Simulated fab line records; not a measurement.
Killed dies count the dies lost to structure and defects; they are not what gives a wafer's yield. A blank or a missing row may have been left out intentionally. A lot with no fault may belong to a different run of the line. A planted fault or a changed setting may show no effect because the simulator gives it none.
Matching of chambers    flow n5_finfet    pecvd-02 running N5_BEOL_M9_DEP_56: 3 sister chambers
The step deposits SiCN from 3MS/NH3, target thk 15 nm, time 26.5 s. 3 wafers are shown with their chamber, then 8 later ones without.

EACH WAFER AND ITS CHAMBER
wafer   chamber  throttle_valve_pct (%)
L086.3  2        8.6
L086.6  1        9.3
L088.1  0        9.6

WAFERS WITHOUT THEIR CHAMBER
wafer   throttle_valve_pct (%)
L088.2  9.5
L088.4  9.9
L090.1  9.5
L090.4  9.7
L090.5  8.5
L096.2  8.7
L096.3  9.7
L096.6  9.2

THE CHAMBER EACH PASSED THROUGH
wafer    from the rows above       in truth
L088.2   can't be placed: 0 or 1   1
L088.4   0                         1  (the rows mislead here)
L090.1   can't be placed: 0 or 1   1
L090.4   0                         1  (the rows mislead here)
L090.5   2                         2
L096.2   2                         2
L096.3   0                         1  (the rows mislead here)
L096.6   1                         1
3 of 8 placed correctly. These rows do not allow placing 2 (true chamber among the candidates in 2). Number placed wrongly: 3.
How it was worked out, from the rows above alone: a wafer's distance from a chamber is the root of the sum, over the readings, of the square of ((its reading less the chamber's mean) divided by the reading's scatter). The wafer belongs to the nearest chamber; if the next one is less than 2 further off, it can't be placed. The mean given for a chamber averages the wafers shown for that chamber. The scatter: with one shown wafer a chamber, the root of the mean of the squares of how far each hidden wafer lies from its nearest shown one.
